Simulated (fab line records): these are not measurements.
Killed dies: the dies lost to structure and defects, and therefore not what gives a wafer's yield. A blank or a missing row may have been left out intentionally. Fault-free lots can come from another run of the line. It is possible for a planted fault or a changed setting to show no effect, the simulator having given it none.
Matching of chambers    flow nand-harc    NHARC_P_CONTACT_ALD_22 on ald-metal-02 has 4 sister chambers
The step deposits TiN, target thk 3 nm, pulse time 1 s, ald cycles 150. 4 wafers are shown with their chamber, then 7 later ones without.

WAFERS, EACH WITH ITS CHAMBER
wafer   chamber  heater-power-w (W)
L567.3  1        1058
L567.6  2        1034
L569.2  3        1038
L569.3  0        913

WAFERS WHOSE CHAMBER IS MISSING
wafer   heater-power-w (W)
L569.4  1017
L568.1  999
L568.3  926
L568.4  1020
L572.1  910
L572.3  1018
L572.5  1027

THE CHAMBER EACH PASSED THROUGH
wafer   from the rows above           in truth
L569.4  can't be placed: 2 or 3 or 1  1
L568.1  can't be placed: 2 or 3 or 1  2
L568.3  0                             0
L568.4  can't be placed: 2 or 3 or 1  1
L572.1  0                             0
L572.3  can't be placed: 2 or 3 or 1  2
L572.5  can't be placed: 2 or 3 or 1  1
Correctly placed: 2 of 7. Cannot be placed on the basis of these rows: 5; the candidates contain the true chamber in 5. Number placed wrongly: 0.
How it was worked out, from the rows above alone: a wafer's distance from a chamber is the root of the sum, over the readings, of the square of ((its reading less the chamber's mean) divided by the reading's scatter). If the next closest chamber is less than 2 further off than the closest, the wafer can't be placed; otherwise it belongs to the closest. For every chamber, the mean is computed from those of its wafers that are shown. The scatter: with one shown wafer a chamber, the root of the mean of the squares of how far each hidden wafer lies from its nearest shown one.
